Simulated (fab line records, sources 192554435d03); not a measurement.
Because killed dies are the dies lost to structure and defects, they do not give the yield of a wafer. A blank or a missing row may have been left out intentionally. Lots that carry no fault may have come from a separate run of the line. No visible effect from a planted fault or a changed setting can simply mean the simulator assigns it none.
Which of the tools did it? / flow n5 finfet / Sampling: 24 lots, 72 wafers, 6 of 1938 route steps

## WHAT EACH GAUGE READ, for each wafer
N5_BEOL_M3_CD_MEAS_11: the cd target is 17.05 nm.
lot=L074; measured=day 7 00:11; on=cd sem-02; cd nm (nm)=16.68 17.08 16.91
lot=L075; measured=day 7 04:09; on=cd sem-03; cd nm (nm)=16.57 16.51 16.45
lot=L077; measured=day 7 14:12; on=cd sem-03; cd nm (nm)=16.96 17.36 17.06
lot=L076; measured=day 7 14:30; on=cd sem-01; cd nm (nm)=16.88 16.79 17.39
lot=L078; measured=day 7 18:26; on=cd sem-01; cd nm (nm)=16.98 17.01 16.85
lot=L080; measured=day 8 03:39; on=cd sem-02; cd nm (nm)=16.92 17.36 17.60
lot=L079; measured=day 8 10:56; on=cd sem-02; cd nm (nm)=16.92 17.05 17.13
lot=L081; measured=day 8 18:50; on=cd sem-01; cd nm (nm)=16.81 17.22 17.07
lot=L082; measured=day 9 02:53; on=cd sem-02; cd nm (nm)=17.02 16.85 17.14
lot=L083; measured=day 9 12:42; on=cd sem-03; cd nm (nm)=17.23 17.31 17.02
lot=L085; measured=day 9 15:46; on=cd sem-03; cd nm (nm)=17.27 16.90 16.77
lot=L084; measured=day 9 15:49; on=cd sem-02; cd nm (nm)=16.81 16.88 16.87
lot=L086; measured=day 9 22:08; on=cd sem-01; cd nm (nm)=16.99 16.90 16.72
lot=L087; measured=day 10 06:04; on=cd sem-01; cd nm (nm)=17.26 17.15 16.92
lot=L089; measured=day 10 12:26; on=cd sem-01; cd nm (nm)=17.10 17.29 17.03
lot=L088; measured=day 10 12:33; on=cd sem-03; cd nm (nm)=17.15 16.87 17.03
lot=L090; measured=day 10 23:27; on=cd sem-03; cd nm (nm)=17.10 17.01 17.08
lot=L091; measured=day 11 07:46; on=cd sem-02; cd nm (nm)=17.01 16.60 16.65
lot=L092; measured=day 11 21:22; on=cd sem-01; cd nm (nm)=16.86 16.89 16.90
lot=L093; measured=day 11 22:22; on=cd sem-02; cd nm (nm)=17.14 16.92 16.98
lot=L094; measured=day 11 22:34; on=cd sem-02; cd nm (nm)=16.94 17.38 17.33
lot=L096; measured=day 12 12:09; on=cd sem-01; cd nm (nm)=16.63 16.60 16.67
lot=L095; measured=day 12 12:20; on=cd sem-01; cd nm (nm)=17.12 16.78 17.19
lot=L097; measured=day 12 18:13; on=cd sem-03; cd nm (nm)=17.22 17.36 17.41

N5_BEOL_M3_CD_MEAS_18: pitch 36 nm, target cd 18 nm.
lot=L074; measured=day 7 00:44; on=cd sem-02; cd nm (nm)=18.2 18.5 18.0
lot=L075; measured=day 7 04:48; on=cd sem-03; cd nm (nm)=17.9 17.7 18.0
lot=L077; measured=day 7 14:45; on=cd sem-03; cd nm (nm)=17.9 18.7 18.3
lot=L076; measured=day 7 15:03; on=cd sem-02; cd nm (nm)=18.2 18.4 18.1
lot=L078; measured=day 7 19:10; on=cd sem-03; cd nm (nm)=17.6 18.0 18.1
lot=L080; measured=day 8 04:12; on=cd sem-01; cd nm (nm)=18.1 18.7 17.6
lot=L079; measured=day 8 11:29; on=cd sem-02; cd nm (nm)=17.7 17.8 17.4
lot=L081; measured=day 8 19:23; on=cd sem-01; cd nm (nm)=17.7 18.6 18.0
lot=L082; measured=day 9 03:26; on=cd sem-01; cd nm (nm)=17.8 17.7 18.3
lot=L083; measured=day 9 13:50; on=cd sem-01; cd nm (nm)=18.0 17.9 18.6
lot=L085; measured=day 9 16:19; on=cd sem-02; cd nm (nm)=18.3 17.5 18.2
lot=L084; measured=day 9 16:23; on=cd sem-02; cd nm (nm)=18.7 17.1 17.2
lot=L086; measured=day 9 22:41; on=cd sem-03; cd nm (nm)=18.0 18.1 17.4
lot=L087; measured=day 10 06:44; on=cd sem-01; cd nm (nm)=18.0 17.8 17.1
lot=L089; measured=day 10 13:07; on=cd sem-01; cd nm (nm)=18.7 17.9 18.2
lot=L088; measured=day 10 13:20; on=cd sem-03; cd nm (nm)=17.6 18.8 17.3
lot=L090; measured=day 11 00:05; on=cd sem-01; cd nm (nm)=17.8 18.4 17.9
lot=L091; measured=day 11 08:36; on=cd sem-01; cd nm (nm)=18.2 18.2 18.3
lot=L092; measured=day 11 22:02; on=cd sem-01; cd nm (nm)=17.7 18.5 17.6
lot=L093; measured=day 11 22:56; on=cd sem-01; cd nm (nm)=17.8 18.8 17.7
lot=L094; measured=day 11 23:09; on=cd sem-02; cd nm (nm)=18.0 17.6 18.3
lot=L096; measured=day 12 12:47; on=cd sem-01; cd nm (nm)=17.5 17.4 18.6
lot=L095; measured=day 12 13:13; on=cd sem-02; cd nm (nm)=18.1 17.9 18.1
lot=L097; measured=day 12 19:07; on=cd sem-03; cd nm (nm)=18.4 18.0 18.3

## WHAT TOOL EACH LOT RAN ON (gives the tool, then ch and the chambers of the sampled wafers, and finally the start)
lot=L074; N5_BEOL_M2_SPUTTER_48=pvd sputter-03, day 6 20:05; N5_BEOL_M2_SPUTTER_96=pvd sputter-03, day 6 21:51; N5_BEOL_M2_ANNEAL_51=rtp anneal-02 ch 0, day 6 22:08; N5_BEOL_M3_STRIP_66=rie diel-02 ch 0,1,2, day 7 00:31
lot=L075; N5_BEOL_M2_SPUTTER_48=pvd sputter-02, day 6 23:54; N5_BEOL_M2_SPUTTER_96=pvd sputter-02, day 7 01:40; N5_BEOL_M2_ANNEAL_51=rtp anneal-01 ch 0, day 7 01:54; N5_BEOL_M3_STRIP_66=rie diel-06 ch 0,2,3, day 7 04:29
lot=L077; N5_BEOL_M2_SPUTTER_48=pvd sputter-02, day 7 08:29; N5_BEOL_M2_SPUTTER_96=pvd sputter-02, day 7 10:14; N5_BEOL_M2_ANNEAL_51=rtp anneal-01 ch 0, day 7 10:26; N5_BEOL_M3_STRIP_66=rie diel-03 ch 0,2, day 7 14:32
lot=L076; N5_BEOL_M2_SPUTTER_48=pvd sputter-03, day 7 08:41; N5_BEOL_M2_SPUTTER_96=pvd sputter-03, day 7 10:26; N5_BEOL_M2_ANNEAL_51=rtp anneal-02 ch 0, day 7 10:41; N5_BEOL_M3_STRIP_66=rie diel-02 ch 0,1,2, day 7 14:50
lot=L078; N5_BEOL_M2_SPUTTER_48=pvd sputter-03, day 7 13:57; N5_BEOL_M2_SPUTTER_96=pvd sputter-03, day 7 15:43; N5_BEOL_M2_ANNEAL_51=rtp anneal-02 ch 0, day 7 16:01; N5_BEOL_M3_STRIP_66=rie diel-02 ch 0,1,3, day 7 18:51
lot=L080; N5_BEOL_M2_SPUTTER_48=pvd sputter-01, day 7 23:50; N5_BEOL_M2_SPUTTER_96=pvd sputter-01, day 8 01:35; N5_BEOL_M2_ANNEAL_51=rtp anneal-01 ch 0, day 8 01:47; N5_BEOL_M3_STRIP_66=rie diel-03 ch 1,2,3, day 8 03:59
lot=L079; N5_BEOL_M2_SPUTTER_48=pvd sputter-02, day 8 03:52; N5_BEOL_M2_SPUTTER_96=pvd sputter-02, day 8 05:37; N5_BEOL_M2_ANNEAL_51=rtp anneal-01 ch 0, day 8 05:49; N5_BEOL_M3_STRIP_66=rie diel-02 ch 0,1, day 8 11:16
lot=L081; N5_BEOL_M2_SPUTTER_48=pvd sputter-01, day 8 12:58; N5_BEOL_M2_SPUTTER_96=pvd sputter-01, day 8 14:43; N5_BEOL_M2_ANNEAL_51=rtp anneal-02 ch 0, day 8 14:58; N5_BEOL_M3_STRIP_66=rie diel-02 ch 0,2,3, day 8 19:10
lot=L082; N5_BEOL_M2_SPUTTER_48=pvd sputter-01, day 8 22:50; N5_BEOL_M2_SPUTTER_96=pvd sputter-01, day 9 00:36; N5_BEOL_M2_ANNEAL_51=rtp anneal-02 ch 0, day 9 00:48; N5_BEOL_M3_STRIP_66=rie diel-03 ch 0,1,2, day 9 03:13
lot=L083; N5_BEOL_M2_SPUTTER_48=pvd sputter-01, day 9 07:42; N5_BEOL_M2_SPUTTER_96=pvd sputter-01, day 9 09:28; N5_BEOL_M2_ANNEAL_51=rtp anneal-01 ch 0, day 9 09:49; N5_BEOL_M3_STRIP_66=rie diel-02 ch 0,1,2, day 9 13:29
lot=L085; N5_BEOL_M2_SPUTTER_48=pvd sputter-02, day 9 10:21; N5_BEOL_M2_SPUTTER_96=pvd sputter-02, day 9 12:07; N5_BEOL_M2_ANNEAL_51=rtp anneal-01 ch 0, day 9 12:19; N5_BEOL_M3_STRIP_66=rie diel-02 ch 0,1, day 9 16:05
lot=L084; N5_BEOL_M2_SPUTTER_48=pvd sputter-03, day 9 10:51; N5_BEOL_M2_SPUTTER_96=pvd sputter-03, day 9 12:37; N5_BEOL_M2_ANNEAL_51=rtp anneal-01 ch 0, day 9 12:52; N5_BEOL_M3_STRIP_66=rie diel-03 ch 0,2,3, day 9 16:10
lot=L086; N5_BEOL_M2_SPUTTER_48=pvd sputter-03, day 9 17:28; N5_BEOL_M2_SPUTTER_96=pvd sputter-03, day 9 19:14; N5_BEOL_M2_ANNEAL_51=rtp anneal-02 ch 0, day 9 19:26; N5_BEOL_M3_STRIP_66=rie diel-02 ch 0,1, day 9 22:28
lot=L087; N5_BEOL_M2_SPUTTER_48=pvd sputter-01, day 10 01:47; N5_BEOL_M2_SPUTTER_96=pvd sputter-01, day 10 03:33; N5_BEOL_M2_ANNEAL_51=rtp anneal-02 ch 0, day 10 03:44; N5_BEOL_M3_STRIP_66=rie diel-03 ch 0,1, day 10 06:31
lot=L089; N5_BEOL_M2_SPUTTER_48=pvd sputter-03, day 10 07:16; N5_BEOL_M2_SPUTTER_96=pvd sputter-03, day 10 09:02; N5_BEOL_M2_ANNEAL_51=rtp anneal-01 ch 0, day 10 09:29; N5_BEOL_M3_STRIP_66=rie diel-03 ch 0,1,2, day 10 12:48
lot=L088; N5_BEOL_M2_SPUTTER_48=pvd sputter-02, day 10 07:27; N5_BEOL_M2_SPUTTER_96=pvd sputter-02, day 10 09:13; N5_BEOL_M2_ANNEAL_51=rtp anneal-02 ch 0, day 10 09:45; N5_BEOL_M3_STRIP_66=rie diel-03 ch 0,2,3, day 10 13:02
lot=L090; N5_BEOL_M2_SPUTTER_48=pvd sputter-03, day 10 19:10; N5_BEOL_M2_SPUTTER_96=pvd sputter-03, day 10 20:56; N5_BEOL_M2_ANNEAL_51=rtp anneal-01 ch 0, day 10 21:10; N5_BEOL_M3_STRIP_66=rie diel-02 ch 1,2, day 10 23:47
lot=L091; N5_BEOL_M2_SPUTTER_48=pvd sputter-02, day 11 00:41; N5_BEOL_M2_SPUTTER_96=pvd sputter-02, day 11 04:09; N5_BEOL_M2_ANNEAL_51=rtp anneal-01 ch 0, day 11 04:29; N5_BEOL_M3_STRIP_66=rie diel-06 ch 1,2, day 11 08:07
lot=L092; N5_BEOL_M2_SPUTTER_48=pvd sputter-03, day 11 15:42; N5_BEOL_M2_SPUTTER_96=pvd sputter-03, day 11 17:28; N5_BEOL_M2_ANNEAL_51=rtp anneal-01 ch 0, day 11 17:49; N5_BEOL_M3_STRIP_66=rie diel-03 ch 0,2, day 11 21:46
lot=L093; N5_BEOL_M2_SPUTTER_48=pvd sputter-03, day 11 18:04; N5_BEOL_M2_SPUTTER_96=pvd sputter-03, day 11 19:49; N5_BEOL_M2_ANNEAL_51=rtp anneal-02 ch 0, day 11 20:16; N5_BEOL_M3_STRIP_66=rie diel-03 ch 0,2,3, day 11 22:42
lot=L094; N5_BEOL_M2_SPUTTER_48=pvd sputter-02, day 11 18:47; N5_BEOL_M2_SPUTTER_96=pvd sputter-02, day 11 20:32; N5_BEOL_M2_ANNEAL_51=rtp anneal-02 ch 0, day 11 20:44; N5_BEOL_M3_STRIP_66=rie diel-03 ch 0,2,3, day 11 22:56
lot=L096; N5_BEOL_M2_SPUTTER_48=pvd sputter-03, day 12 06:24; N5_BEOL_M2_SPUTTER_96=pvd sputter-03, day 12 08:10; N5_BEOL_M2_ANNEAL_51=rtp anneal-01 ch 0, day 12 08:27; N5_BEOL_M3_STRIP_66=rie diel-03 ch 1,2, day 12 12:28
lot=L095; N5_BEOL_M2_SPUTTER_48=pvd sputter-01, day 12 08:07; N5_BEOL_M2_SPUTTER_96=pvd sputter-01, day 12 09:53; N5_BEOL_M2_ANNEAL_51=rtp anneal-01 ch 0, day 12 10:10; N5_BEOL_M3_STRIP_66=rie diel-02 ch 0,1, day 12 12:59
lot=L097; N5_BEOL_M2_SPUTTER_48=pvd sputter-01, day 12 13:01; N5_BEOL_M2_SPUTTER_96=pvd sputter-01, day 12 14:46; N5_BEOL_M2_ANNEAL_51=rtp anneal-02 ch 0, day 12 15:00; N5_BEOL_M3_STRIP_66=rie diel-02 ch 0,2,3, day 12 18:50
- N5_BEOL_M2_SPUTTER_48: material Cu, target thk 4.5 nm, time 8.29 s.
- N5_BEOL_M2_SPUTTER_96: material Cu, target thk 4.5 nm, time 8.29 s.
- N5_BEOL_M2_ANNEAL_51: time 90 s.
- N5_BEOL_M3_STRIP_66: strips in CF4.

## WHAT THE TOOLS THEMSELVES READ (means of the sampled wafers that have a number; where no wafer has one, the mark that the record gives instead)
N5_BEOL_M2_SPUTTER_48.
lot=L074; tool=pvd sputter-03; throttle valve pct (%)=28.9
lot=L075; tool=pvd sputter-02; throttle valve pct (%)=30.7
lot=L077; tool=pvd sputter-02; throttle valve pct (%)=31.0
lot=L076; tool=pvd sputter-03; throttle valve pct (%)=29.6
lot=L078; tool=pvd sputter-03; throttle valve pct (%)=29.4
lot=L080; tool=pvd sputter-01; throttle valve pct (%)=29.9
lot=L079; tool=pvd sputter-02; throttle valve pct (%)=30.7
lot=L081; tool=pvd sputter-01; throttle valve pct (%)=30.5
lot=L082; tool=pvd sputter-01; throttle valve pct (%)=30.4
lot=L083; tool=pvd sputter-01; throttle valve pct (%)=30.5
lot=L085; tool=pvd sputter-02; throttle valve pct (%)=30.6
lot=L084; tool=pvd sputter-03; throttle valve pct (%)=30.0
lot=L086; tool=pvd sputter-03; throttle valve pct (%)=29.6
lot=L087; tool=pvd sputter-01; throttle valve pct (%)=29.8
lot=L089; tool=pvd sputter-03; throttle valve pct (%)=29.6
lot=L088; tool=pvd sputter-02; throttle valve pct (%)=31.4
lot=L090; tool=pvd sputter-03; throttle valve pct (%)=29.5
lot=L091; tool=pvd sputter-02; throttle valve pct (%)=30.7
lot=L092; tool=pvd sputter-03; throttle valve pct (%)=29.8
lot=L093; tool=pvd sputter-03; throttle valve pct (%)=30.0
lot=L094; tool=pvd sputter-02; throttle valve pct (%)=30.0
lot=L096; tool=pvd sputter-03; throttle valve pct (%)=29.3
lot=L095; tool=pvd sputter-01; throttle valve pct (%)=29.7
lot=L097; tool=pvd sputter-01; throttle valve pct (%)=30.0

N5_BEOL_M2_SPUTTER_96.
lot=L074; tool=pvd sputter-03; throttle valve pct (%)=29.1
lot=L075; tool=pvd sputter-02; throttle valve pct (%)=30.5
lot=L077; tool=pvd sputter-02; throttle valve pct (%)=30.9
lot=L076; tool=pvd sputter-03; throttle valve pct (%)=29.6
lot=L078; tool=pvd sputter-03; throttle valve pct (%)=29.4
lot=L080; tool=pvd sputter-01; throttle valve pct (%)=29.7
lot=L079; tool=pvd sputter-02; throttle valve pct (%)=30.7
lot=L081; tool=pvd sputter-01; throttle valve pct (%)=30.5
lot=L082; tool=pvd sputter-01; throttle valve pct (%)=30.5
lot=L083; tool=pvd sputter-01; throttle valve pct (%)=30.6
lot=L085; tool=pvd sputter-02; throttle valve pct (%)=30.6
lot=L084; tool=pvd sputter-03; throttle valve pct (%)=29.9
lot=L086; tool=pvd sputter-03; throttle valve pct (%)=29.5
lot=L087; tool=pvd sputter-01; throttle valve pct (%)=30.0
lot=L089; tool=pvd sputter-03; throttle valve pct (%)=29.6
lot=L088; tool=pvd sputter-02; throttle valve pct (%)=31.3
lot=L090; tool=pvd sputter-03; throttle valve pct (%)=29.5
lot=L091; tool=pvd sputter-02; throttle valve pct (%)=30.6
lot=L092; tool=pvd sputter-03; throttle valve pct (%)=30.0
lot=L093; tool=pvd sputter-03; throttle valve pct (%)=30.0
lot=L094; tool=pvd sputter-02; throttle valve pct (%)=30.0
lot=L096; tool=pvd sputter-03; throttle valve pct (%)=29.5
lot=L095; tool=pvd sputter-01; throttle valve pct (%)=29.8
lot=L097; tool=pvd sputter-01; throttle valve pct (%)=29.8

N5_BEOL_M2_ANNEAL_51.
lot=L074; tool=rtp anneal-02; anneal temp c (C)=225.10; wafer_temp_C_max=225.9
lot=L075; tool=rtp anneal-01; anneal temp c (C)=224.99; wafer_temp_C_max=225.8
lot=L077; tool=rtp anneal-01; anneal temp c (C)=225.10; wafer_temp_C_max=225.6
lot=L076; tool=rtp anneal-02; anneal temp c (C)=224.90; wafer_temp_C_max=226.1
lot=L078; tool=rtp anneal-02; anneal temp c (C)=225.05; wafer_temp_C_max=226.0
lot=L080; tool=rtp anneal-01; anneal temp c (C)=225.16; wafer_temp_C_max=225.7
lot=L079; tool=rtp anneal-01; anneal temp c (C)=224.90; wafer_temp_C_max=225.8
lot=L081; tool=rtp anneal-02; anneal temp c (C)=225.03; wafer_temp_C_max=226.1
lot=L082; tool=rtp anneal-02; anneal temp c (C)=224.90; wafer_temp_C_max=226.0
lot=L083; tool=rtp anneal-01; anneal temp c (C)=224.87; wafer_temp_C_max=225.3
lot=L085; tool=rtp anneal-01; anneal temp c (C)=224.91; wafer_temp_C_max=225.7
lot=L084; tool=rtp anneal-01; anneal temp c (C)=225.05; wafer_temp_C_max=225.6
lot=L086; tool=rtp anneal-02; anneal temp c (C)=224.94; wafer_temp_C_max=226.2
lot=L087; tool=rtp anneal-02; anneal temp c (C)=224.95; wafer_temp_C_max=226.3
lot=L089; tool=rtp anneal-01; anneal temp c (C)=224.99; wafer_temp_C_max=225.9
lot=L088; tool=rtp anneal-02; anneal temp c (C)=224.79; wafer_temp_C_max=226.3
lot=L090; tool=rtp anneal-01; anneal temp c (C)=225.01; wafer_temp_C_max=225.8
lot=L091; tool=rtp anneal-01; anneal temp c (C)=225.02; wafer_temp_C_max=225.7
lot=L092; tool=rtp anneal-01; anneal temp c (C)=225.15; wafer_temp_C_max=225.6
lot=L093; tool=rtp anneal-02; anneal temp c (C)=224.99; wafer_temp_C_max=226.3
lot=L094; tool=rtp anneal-02; anneal temp c (C)=225.23; wafer_temp_C_max=226.3
lot=L096; tool=rtp anneal-01; anneal temp c (C)=225.33; wafer_temp_C_max=225.6
lot=L095; tool=rtp anneal-01; anneal temp c (C)=224.91; wafer_temp_C_max=225.7
lot=L097; tool=rtp anneal-02; anneal temp c (C)=224.86; wafer_temp_C_max=226.5

N5_BEOL_M3_STRIP_66.
lot=L074; tool=rie diel-02; drypump motor current A (A)=5.78; oes product au (a.u.)=0.84; rf fwd power W (W)=292.5; rf vpp V (V)=271.9; showerhead plenum p Torr (Torr)=1.82; throttle valve pct (%)=13.32
lot=L075; tool=rie diel-06; drypump motor current A (A)=5.86; oes product au (a.u.)=0.71; rf fwd power W (W)=292.4; rf vpp V (V)=271.7; showerhead plenum p Torr (Torr)=1.81; throttle valve pct (%)=13.75
lot=L077; tool=rie diel-03; drypump motor current A (A)=5.94; oes product au (a.u.)=0.78; rf fwd power W (W)=292.9; rf vpp V (V)=271.0; showerhead plenum p Torr (Torr)=1.80; throttle valve pct (%)=13.64
lot=L076; tool=rie diel-02; drypump motor current A (A)=5.81; oes product au (a.u.)=0.83; rf fwd power W (W)=293.4; rf vpp V (V)=271.5; showerhead plenum p Torr (Torr)=1.82; throttle valve pct (%)=13.33
lot=L078; tool=rie diel-02; drypump motor current A (A)=5.88; oes product au (a.u.)=0.89; rf fwd power W (W)=292.5; rf vpp V (V)=271.9; showerhead plenum p Torr (Torr)=1.82; throttle valve pct (%)=13.32
lot=L080; tool=rie diel-03; drypump motor current A (A)=5.78; oes product au (a.u.)=0.73; rf fwd power W (W)=292.8; rf vpp V (V)=271.0; showerhead plenum p Torr (Torr)=1.81; throttle valve pct (%)=13.70
lot=L079; tool=rie diel-02; drypump motor current A (A)=5.66; oes product au (a.u.)=0.87; rf fwd power W (W)=292.8; rf vpp V (V)=271.0; showerhead plenum p Torr (Torr)=1.82; throttle valve pct (%)=13.38
lot=L081; tool=rie diel-02; drypump motor current A (A)=5.87; oes product au (a.u.)=0.84; rf fwd power W (W)=292.1; rf vpp V (V)=269.8; showerhead plenum p Torr (Torr)=1.78; throttle valve pct (%)=13.34
lot=L082; tool=rie diel-03; drypump motor current A (A)=5.75; oes product au (a.u.)=0.75; rf fwd power W (W)=292.4; rf vpp V (V)=271.0; showerhead plenum p Torr (Torr)=1.77; throttle valve pct (%)=13.74
lot=L083; tool=rie diel-02; drypump motor current A (A)=5.80; oes product au (a.u.)=0.81; rf fwd power W (W)=293.2; rf vpp V (V)=271.9; showerhead plenum p Torr (Torr)=1.81; throttle valve pct (%)=13.37
lot=L085; tool=rie diel-02; drypump motor current A (A)=5.81; oes product au (a.u.)=0.83; rf fwd power W (W)=292.8; rf vpp V (V)=271.8; showerhead plenum p Torr (Torr)=1.86; throttle valve pct (%)=13.38
lot=L084; tool=rie diel-03; drypump motor current A (A)=5.85; oes product au (a.u.)=0.74; rf fwd power W (W)=293.3; rf vpp V (V)=271.0; showerhead plenum p Torr (Torr)=1.80; throttle valve pct (%)=13.67
lot=L086; tool=rie diel-02; drypump motor current A (A)=5.69; oes product au (a.u.)=0.85; rf fwd power W (W)=292.9; rf vpp V (V)=270.3; showerhead plenum p Torr (Torr)=1.82; throttle valve pct (%)=13.41
lot=L087; tool=rie diel-03; drypump motor current A (A)=5.65; oes product au (a.u.)=0.73; rf fwd power W (W)=292.6; rf vpp V (V)=270.9; showerhead plenum p Torr (Torr)=1.74; throttle valve pct (%)=13.80
lot=L089; tool=rie diel-03; drypump motor current A (A)=5.75; oes product au (a.u.)=0.73; rf fwd power W (W)=292.7; rf vpp V (V)=271.5; showerhead plenum p Torr (Torr)=1.77; throttle valve pct (%)=13.77
lot=L088; tool=rie diel-03; drypump motor current A (A)=5.84; oes product au (a.u.)=0.73; rf fwd power W (W)=293.2; rf vpp V (V)=270.7; showerhead plenum p Torr (Torr)=1.80; throttle valve pct (%)=13.68
lot=L090; tool=rie diel-02; drypump motor current A (A)=5.95; oes product au (a.u.)=0.78; rf fwd power W (W)=292.7; rf vpp V (V)=272.3; showerhead plenum p Torr (Torr)=1.84; throttle valve pct (%)=13.37
lot=L091; tool=rie diel-06; drypump motor current A (A)=6.19; oes product au (a.u.)=0.73; rf fwd power W (W)=293.3; rf vpp V (V)=270.8; showerhead plenum p Torr (Torr)=1.78; throttle valve pct (%)=13.56
lot=L092; tool=rie diel-03; drypump motor current A (A)=5.84; oes product au (a.u.)=0.74; rf fwd power W (W)=292.9; rf vpp V (V)=270.4; showerhead plenum p Torr (Torr)=1.76; throttle valve pct (%)=13.73
lot=L093; tool=rie diel-03; drypump motor current A (A)=5.88; oes product au (a.u.)=0.73; rf fwd power W (W)=292.8; rf vpp V (V)=270.9; showerhead plenum p Torr (Torr)=1.80; throttle valve pct (%)=13.71
lot=L094; tool=rie diel-03; drypump motor current A (A)=5.86; oes product au (a.u.)=0.73; rf fwd power W (W)=292.8; rf vpp V (V)=270.9; showerhead plenum p Torr (Torr)=1.80; throttle valve pct (%)=13.70
lot=L096; tool=rie diel-03; drypump motor current A (A)=5.68; oes product au (a.u.)=0.71; rf fwd power W (W)=293.4; rf vpp V (V)=270.3; showerhead plenum p Torr (Torr)=1.77; throttle valve pct (%)=13.87
lot=L095; tool=rie diel-02; drypump motor current A (A)=5.65; oes product au (a.u.)=0.83; rf fwd power W (W)=292.5; rf vpp V (V)=271.4; showerhead plenum p Torr (Torr)=1.81; throttle valve pct (%)=13.45
lot=L097; tool=rie diel-02; drypump motor current A (A)=5.85; oes product au (a.u.)=0.80; rf fwd power W (W)=292.4; rf vpp V (V)=270.6; showerhead plenum p Torr (Torr)=1.77; throttle valve pct (%)=13.41

## THE ANSWER, worked out from the rows above alone
Rule: the lots themselves supply what counts as usual. The widest of any qualifying gaps counts: lots, ordered by their means at a reading, are off when they make up no more than a third of the lots, leave a main group of 4 or more, and stand apart from it by 3 or more times the standard deviation of that group's means. If all means in a main group match to the digits the tables above print for the reading, that group is not used. Also off: a lot with no number at a reading for which 4 or more lots have one. All remaining lots with rows at the step are treated as sound. Order of review: gauges by route order, followed by the tools' own readings, for which a lot's mean as printed above is used. At the first step where some lot is off, the reading lying furthest off is the one used; lots without a number count as furthest.
Across all readings shown, no lot is off: no conclusion can be drawn from this.

## WHAT THE SIMULATOR PUT IN
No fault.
